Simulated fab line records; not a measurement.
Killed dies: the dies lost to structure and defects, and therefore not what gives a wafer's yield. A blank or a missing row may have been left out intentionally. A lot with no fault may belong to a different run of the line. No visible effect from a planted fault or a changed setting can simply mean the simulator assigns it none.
fab line records    flow nand-harc
record: lots: 5  wafers: 14  last-day: 31
route steps=1302 shown A_BONDPAD@1232 HYBRID_BOND@1237 THIN_TSV@1244 END@1302
lots untouched by any fault: they come from a run of this same line in which no faults occurred
start-h: hours from the record's opening day to when the first of the lot's shown wafers began    wait-h: hours since the lot's step before    " as in the row above    L1.1+2: one row covering several wafers at once    - no value, or no start was given    * or withheld: withheld    < > ~ a bound
route shown NAME@n: NAME is a module with steps in the file, n the number in the route of the first one    usual: the fault-free wafers' mean and standard deviation    same: alike in all rows    chamber/n: place in a boat    sites: readings site by site    _std_site: the values' standard deviation    _edge_site: the outer-site mean with the inner-site mean subtracted    radius-mm: how far each site lies from the wafer's centre    mask NAME#n: copy n    behind: tool/chamber where the wafer was last shaped    hold: why the lot was held/for how many hours/how that ended    device: the n, p or np transistor that did not switch    end of line: the route-end tests of the same wafers    a step with no rows: only its recipe    killed: count of dies lost to structure and defects at first sort (not the wafer's yield)    map: a wafer's dies, x killed, . not, _ none there
set.NAME: the setting the step ran with; set.NAME@STEP: the setting that earlier step ran with    model.NAME: the simulator's own value behind a step, which no gauge read
lots at selected steps of the route; one table per step, one row per wafer
services: from which hour (start-h, from the record's first day; less than 0 if before it) a tool's chamber was out of use, for how many hours, and why
== steps ==
step: NHARC_A_BONDPAD_THK_MEAS_20
recipe: thk-meas-gauge: xrf
usual: thk-nm: 169.8/1.7
lot.wafer  tool           chamber  start-h  wait-h  thk-nm
L121.2     film-metro-01  -        560.98   -       171.8
L121.3     "              -        "        "       169.9
L121.6     "              -        "        "       169.0
L125.2     film-metro-02  -        593.39   -       169.3
L125.4     "              -        "        "       168.6
L125.5     "              -        "        "       167.4
L127.1     film-metro-02  -        608.44   -       169.0
L127.3     "              -        "        "       168.5
L127.5     "              -        "        "       168.0
L129.2     film-metro-01  -        646.46   -       173.5
L129.4     "              -        "        "       170.3
L129.6     "              -        "        "       170.5
L139.2     film-metro-02  -        720.44   -       167.5
L139.3     "              -        "        "       169.6
step: NHARC_A_BONDPAD_SRD_21
recipe: time-s: 30  temp-c: 23  dry-time-s: 20  spin-rpm: 1500
step: NHARC_A_BONDPAD_INSPECT_23
usual: raw-defect-count: 576/150
lot.wafer  tool               chamber  start-h  wait-h  raw-defect-count
L121.2     defect-inspect-01  -        561.20   0.0     526
L121.3     "                  -        "        "       955
L121.6     "                  -        "        "       777
L125.2     defect-inspect-02  -        593.59   0.0     650
L125.4     "                  -        "        "       482
L125.5     "                  -        "        "       510
L127.1     defect-inspect-01  -        608.67   0.0     474
L127.3     "                  -        "        "       509
L127.5     "                  -        "        "       444
L129.2     defect-inspect-01  -        646.69   0.0     666
L129.4     "                  -        "        "       711
L129.6     "                  -        "        "       804
L139.2     defect-inspect-01  -        720.69   0.0     745
L139.3     "                  -        "        "       661
step: NHARC_HYBRID_BOND_ACTIVATE_00
recipe: time-s: 60  n2-flow-sccm: 200  ar-flow-sccm: 0  bias-power-w: 0  chemistry: N2
usual: drypump-motor-current-A: 5.66/0.28  oes-product-au: 1.001/0.0098  rf-vpp-V: 64.3/0.89  showerhead-plenum-p-Torr: 1.81/0.065
same: bias-power-w: 0
lot.wafer  tool         chamber  start-h  wait-h  drypump-motor-current-A  oes-product-au  rf-hours-counter-h  rf-vpp-V  showerhead-plenum-p-Torr
L121.2     rie-diel-11  1        561.28   0.1     5.56                     1.005           9                   64.9      1.89
L121.3     "            3        "        "       5.78                     0.984           9                   64.8      1.89
L121.6     "            1        "        "       5.58                     1.006           -                   65.0      1.89
L125.2     rie-diel-11  1        593.65   0.1     5.56                     1.017           12                  64.8      1.89
L125.4     "            2        "        "       5.33                     1.002           13                  65.4      1.78
L125.5     "            2        "        "       5.35                     1.010           -                   62.3      1.78
L127.3     rie-diel-11  3        608.73   0.1     5.82                     0.996           13                  64.6      1.89
L127.1     "            0        "        "       5.66                     1.015           12                  63.2      1.76
L127.5     "            0        "        "       5.66                     1.014           -                   64.7      1.77
L129.4     rie-diel-11  0        646.77   0.1     5.67                     1.000           2                   63.0      1.76
L129.2     "            1        "        "       5.57                     0.983           2                   64.5      1.89
L129.6     "            3        "        "       5.80                     0.979           -                   64.5      1.88
L139.3     rie-diel-11  3        720.76   0.1     5.79                     0.993           8                   64.0      1.88
L139.2     "            0        "        "       5.66                     0.991           9                   62.8      1.76
step: NHARC_HYBRID_BOND_PRECLEAN_01
recipe: time-s: 300  temp-c: 23  chemistry: DIW
step: NHARC_HYBRID_BOND_SRD_02
recipe: time-s: 30  temp-c: 23  dry-time-s: 20  spin-rpm: 1500
step: NHARC_HYBRID_BOND_BOND_03
recipe: temp-c: 25
step: NHARC_HYBRID_BOND_ANNEAL_04
recipe: temp-c: 300  time-s: 7200  ramp-up-c-per-min: 5  ramp-down-c-per-min: 3  idle-temp-c: 100  pressure-atm: 1
step: NHARC_HYBRID_BOND_OVL_MEAS_05
usual: overlay-x-nm: -3/31  overlay-y-nm: 3/35
lot.wafer  tool        chamber  start-h  wait-h  overlay-x-nm  overlay-y-nm
L121.2     overlay-02  -        567.73   0.4     -19           -47
L121.3     "           -        "        "       5             41
L121.6     "           -        "        "       9             44
L125.2     overlay-01  -        603.19   0.4     31            -66
L125.4     "           -        "        "       59            -52
L125.5     "           -        "        "       -69           28
L127.1     overlay-02  -        619.54   0.4     -22           9
L127.3     "           -        "        "       39            55
L127.5     "           -        "        "       -16           9
L129.2     overlay-02  -        656.20   0.4     12            6
L129.4     "           -        "        "       -51           30
L129.6     "           -        "        "       -3            -17
L139.2     overlay-02  -        730.33   0.4     -12           -38
L139.3     "           -        "        "       5             2
step: NHARC_HYBRID_BOND_INSPECT_06
recipe: inspect-instrument: ir-void
usual: raw-defect-count: 89/35
lot.wafer  tool               chamber  start-h  wait-h  raw-defect-count
L121.2     defect-inspect-02  -        567.80   0.1     64
L121.3     "                  -        "        "       78
L121.6     "                  -        "        "       77
L125.2     defect-inspect-02  -        603.24   0.1     124
L125.4     "                  -        "        "       135
L125.5     "                  -        "        "       118
L127.1     defect-inspect-01  -        619.59   0.0     73
L127.3     "                  -        "        "       76
L127.5     "                  -        "        "       76
L129.2     defect-inspect-01  -        656.25   0.1     88
L129.4     "                  -        "        "       81
L129.6     "                  -        "        "       82
L139.2     defect-inspect-02  -        730.39   0.1     158
L139.3     "                  -        "        "       137
step: NHARC_THIN_TSV_GRIND_00
recipe: target-thk-um: 6
usual: motor-current-A: 12.000/0.022
lot.wafer  tool        chamber  start-h  wait-h  motor-current-A
L121.2     grinder-01  0        570.53   2.7     11.987
L121.3     "           0        "        "       12.023
L121.6     "           0        "        "       12.003
L125.2     grinder-01  0        603.59   0.3     11.983
L125.4     "           0        "        "       12.053
L125.5     "           0        "        "       12.005
L127.1     grinder-01  0        619.74   0.1     12.021
L127.3     "           0        "        "       11.986
L127.5     "           0        "        "       12.008
L129.2     grinder-01  0        656.61   0.4     12.018
L129.4     "           0        "        "       11.988
L129.6     "           0        "        "       11.994
L139.2     grinder-01  0        730.73   0.3     11.982
L139.3     "           0        "        "       12.008
step: NHARC_THIN_TSV_CMP_01
recipe: target-thk-um: 3
usual: motor-current-A: 11.3/1
lot.wafer  tool    chamber  start-h  wait-h  motor-current-A
L121.2     cmp-03  2        571.55   0.8     12.6
L121.3     "       1        "        "       10.7
L121.6     "       2        "        "       12.3
L125.2     cmp-03  0        604.65   0.9     11.4
L125.4     "       1        "        "       10.6
L125.5     "       2        "        "       12.7
L127.1     cmp-02  1        620.98   1.0     11.8
L127.3     "       0        "        "       10.2
L127.5     "       1        "        "       12.2
L129.2     cmp-02  2        657.66   0.9     10.7
L129.4     "       0        "        "       9.5
L129.6     "       2        "        "       10.7
L139.3     cmp-02  2        731.78   0.7     10.7
L139.2     "       0        "        "       9.2
step: NHARC_THIN_TSV_THK_MEAS_02
recipe: thk-meas-gauge: ir
usual: thk-nm: 3039/220
lot.wafer  tool           chamber  start-h  wait-h  thk-nm
L121.2     film-metro-01  -        571.81   -       2989
L121.3     "              -        "        "       2851
L121.6     "              -        "        "       3081
L125.2     film-metro-01  -        604.87   -       3244
L125.4     "              -        "        "       3332
L125.5     "              -        "        "       3281
L127.1     film-metro-01  -        621.24   -       3071
L127.3     "              -        "        "       3003
L127.5     "              -        "        "       3099
L129.2     film-metro-01  -        657.90   0.2     2793
L129.4     "              -        "        "       3020
L129.6     "              -        "        "       3105
L139.2     film-metro-01  -        732.03   0.2     2
L139.3     "              -        "        "       3036
step: NHARC_THIN_TSV_SRD_03
step: NHARC_END_SORT_01
recipe: temp-c: 25
usual: defect-limited-yield: 90.6/2.6  killed-at-array: 58/18  killed-at-other: 1.0/1.5  killed-at-periphery: 4/3.1  killed-dies: 64/18  killed-open: 3.4/1.9  killed-short: 2.7/1.7
same: gross-dies: 677
lot.wafer  tool       chamber  start-h  wait-h  defect-limited-yield[%]  killed-at-array  killed-at-other  killed-at-periphery  killed-dies  killed-open  killed-short
L125.2     prober-02  0        626.40   2.8     85.8                     90               3                3                    96           5            7
L125.4     prober-02  0        627.99   3.4     89.8                     63               4                2                    69           4            3
L125.5     prober-02  0        628.78   3.7     90.1                     58               3                6                    67           4            2
L127.3     prober-02  0        638.62   3.1     91.7                     56               0                0                    56           7            1
L127.5     prober-02  0        640.21   3.7     91.0                     60               0                1                    61           7            3
L129.2     prober-02  0        679.18   2.8     91.3                     54               0                5                    59           4            2
L129.4     prober-02  0        680.81   3.4     91.6                     52               1                4                    57           1            1
L129.6     prober-02  0        682.44   4.1     92.5                     51               0                0                    51           1            2
L139.2     prober-02  0        748.64   2.8     0                        97               578              2                    677          1            6
killed by level:class
L125.2 A_CHANNEL_HOLE_D1:chamber-film-flake=38 A_CHANNEL_HOLE_D2:chamber-film-flake=33 A_STAIRCASE:chamber-film-flake=4 A_CONTACT:chamber-film-flake=3 THIN_TSV:chamber-film-flake=3 A_ONON_D1:geometric-particle:short=2 A_CHANNEL_HOLE_D2:geometric-particle:short=2 A_WL_FILL:chamber-film-flake=2
L125.4 A_CHANNEL_HOLE_D1:chamber-film-flake=26 A_CHANNEL_HOLE_D2:chamber-film-flake=22 A_CONTACT:chamber-film-flake=5 A_STAIRCASE:chamber-film-flake=4 THIN_TSV:chamber-film-flake=4 A_DECK1_JOINT:geometric-particle:short=2 P_M0:geometric-particle:open=1 A_ONON_D1:geometric-particle:short=1
L125.5 A_CHANNEL_HOLE_D2:chamber-film-flake=28 A_CHANNEL_HOLE_D1:chamber-film-flake=23 THIN_TSV:chamber-film-flake=3 P_M0:geometric-particle:open=2 A_SGD_CUT:geometric-particle:short=2 P_GATE:chamber-film-flake=2 A_CHANNEL_FILL_D2:chamber-film-flake=2 P_GATE:geometric-particle:open=1
L127.3 A_CHANNEL_HOLE_D1:chamber-film-flake=34 A_CHANNEL_HOLE_D2:chamber-film-flake=9 A_ONON_D2:geometric-particle:open=3 A_WL_FILL:chamber-film-flake=2 A_SOURCE_PLATE:geometric-particle:open=1 A_CHANNEL_HOLE_D1:geometric-particle:open=1 A_CHANNEL_FILL_D1:geometric-particle:open=1 A_CHANNEL_FILL_D2:geometric-particle:open=1
L127.5 A_CHANNEL_HOLE_D1:chamber-film-flake=28 A_CHANNEL_HOLE_D2:chamber-film-flake=14 A_CONTACT:geometric-particle:open=2 A_M0:geometric-particle:open=2 A_ZERO_WELL:chamber-film-flake=2 A_CONTACT:chamber-film-flake=2 A_ONON_D1:geometric-particle:open=1 A_CHANNEL_HOLE_D1:geometric-particle:open=1
L129.2 A_SLIT:chamber-film-flake=29 A_CHANNEL_HOLE_D2:chamber-film-flake=8 A_CHANNEL_FILL_D1:chamber-film-flake=4 A_CHANNEL_HOLE_D1:chamber-film-flake=3 A_STAIRCASE:chamber-film-flake=3 P_CONTACT:geometric-particle:open=2 A_CONTACT:chamber-film-flake=2 P_CONTACT:geometric-particle:short=1
L129.4 A_SLIT:chamber-film-flake=25 A_CHANNEL_HOLE_D2:chamber-film-flake=15 A_CHANNEL_HOLE_D1:chamber-film-flake=5 A_STAIRCASE:chamber-film-flake=4 A_CONTACT:chamber-film-flake=3 P_M0:geometric-particle:open=1 P_ZERO_WELL:chamber-film-flake=1 P_STI:chamber-film-flake=1
L129.6 A_SLIT:chamber-film-flake=29 A_CHANNEL_HOLE_D2:chamber-film-flake=12 A_CHANNEL_HOLE_D1:chamber-film-flake=2 A_CHANNEL_FILL_D2:chamber-film-flake=2 A_ONON_D1:geometric-particle:short=1 A_CHANNEL_FILL_D2:geometric-particle:short=1 A_CONTACT:geometric-particle:open=1 A_CHANNEL_FILL_D1:chamber-film-flake=1
L139.2 THIN_TSV:area-cmp=577 A_CHANNEL_HOLE_D1:chamber-film-flake=38 A_SLIT:chamber-film-flake=25 A_CHANNEL_HOLE_D2:chamber-film-flake=20 A_CONTACT:chamber-film-flake=3 A_STAIRCASE:chamber-film-flake=3 A_WL_FILL:chamber-film-flake=2 P_M0:geometric-particle:short=1
map L139.2 (x killed, . not)
____________x____________
_________xxxxxxx_________
_______xxxxxxxxxxx_______
______xxxxxxxxxxxxx______
_____xxxxxxxxxxxxxxx_____
____xxxxxxxxxxxxxxxxx____
____xxxxxxxxxxxxxxxxx____
___xxxxxxxxxxxxxxxxxxx___
___xxxxxxxxxxxxxxxxxxx___
__xxxxxxxxxxxxxxxxxxxxx__
__xxxxxxxxxxxxxxxxxxxxx__
_xxxxxxxxxxxxxxxxxxxxxxx_
_xxxxxxxxxxxxxxxxxxxxxxx_
_xxxxxxxxxxxxxxxxxxxxxxx_
_xxxxxxxxxxxxxxxxxxxxxxx_
_xxxxxxxxxxxxxxxxxxxxxxx_
xxxxxxxxxxxxxxxxxxxxxxxxx
xxxxxxxxxxxxxxxxxxxxxxxxx
xxxxxxxxxxxxxxxxxxxxxxxxx
xxxxxxxxxxxxxxxxxxxxxxxxx
xxxxxxxxxxxxxxxxxxxxxxxxx
_xxxxxxxxxxxxxxxxxxxxxxx_
_xxxxxxxxxxxxxxxxxxxxxxx_
_xxxxxxxxxxxxxxxxxxxxxxx_
_xxxxxxxxxxxxxxxxxxxxxxx_
_xxxxxxxxxxxxxxxxxxxxxxx_
__xxxxxxxxxxxxxxxxxxxxx__
__xxxxxxxxxxxxxxxxxxxxx__
___xxxxxxxxxxxxxxxxxxx___
___xxxxxxxxxxxxxxxxxxx___
____xxxxxxxxxxxxxxxxx____
____xxxxxxxxxxxxxxxxx____
_____xxxxxxxxxxxxxxx_____
______xxxxxxxxxxxxx______
_______xxxxxxxxxxx_______
_________xxxxxxx_________
____________x____________
map L129.2 (x killed, . not)
____________.____________
_________......._________
_______..........._______
______.............______
_____..............._____
____.................____
____.................____
___..x..............x.___
___x..................___
__.x...................__
__.....................__
_.x....................._
_......................._
_......................._
_.....x..........x......_
_......................._
x........................
.........................
.....x...................
.........................
...........x.............
_......xx..............._
_.......x.x............._
_.........xx............_
_.....xxxxx.x..........._
_..x...xxxxxxx...x......_
__.....xxxxxx......x...__
__.....xxxxxxx.........__
___....xxx.x..........___
___......xx...........___
____....xxx..........____
____.................____
_____....xx.x......._____
______.............______
_______..x........_______
_________x......_________
____________.____________
== services ==
tool         chamber  start-h  hours  kind
rie-diel-11  0        539.50   -      clean
rie-diel-11  1        539.50   -      clean
rie-diel-11  2        539.50   -      clean
rie-diel-11  3        539.50   -      clean
grinder-01   -        557.76   0.8    repair
cmp-02       -        558.49   4.0    repair
rie-diel-11  0        564.05   -      clean
rie-diel-11  1        564.05   -      clean
rie-diel-11  2        564.05   -      clean
rie-diel-11  3        564.05   -      clean
cmp-03       -        564.60   4.0    pm
cmp-02       -        572.22   0.5    repair
cmp-03       -        573.88   1.9    repair
rie-diel-11  0        588.55   -      clean
cmp-03       -        591.49   3.9    repair
grinder-01   -        604.91   3.5    repair
rie-diel-11  -        609.50   9.0    pm
cmp-02       -        625.94   4.0    pm
cmp-03       -        645.01   0.9    repair
cmp-03       -        662.60   4.0    pm
cmp-02       -        664.31   10.7   repair
grinder-01   -        719.52   2.7    repair
cmp-03       -        721.78   4.1    repair
cmp-02       -        723.94   4.0    pm
== key ==
first-sign: step: NHARC_THIN_TSV_THK_MEAS_02  reading: thk-nm  direction: down  sigmas: 14  usual: 3039  struck: 2
effect: step: NHARC_END_SORT_01  reading: killed-at-other  direction: up  sigmas: 99+  usual: 1.0  struck: 578
more-kills-born-at: NHARC_THIN_TSV_CMP_01@cmp-02: 577
met-at NHARC_THIN_TSV_GRIND_00
struck-wafers L139.2
later-rows-left-out L139.2
onset-between 656.61 730.73
fault: kind: process-parameter-drift  tool: grinder-01  chamber: -  onset-h: 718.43  steps: NHARC_THIN_TSV_GRIND_00  channel: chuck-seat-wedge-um  offset: 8  shape: step  end-h: 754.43  scope: struck-wafers-only
later-rows-left-out: the simulator's readings of these wafers behind a module that went badly wrong aren't trusted and aren't shown, but for the sort
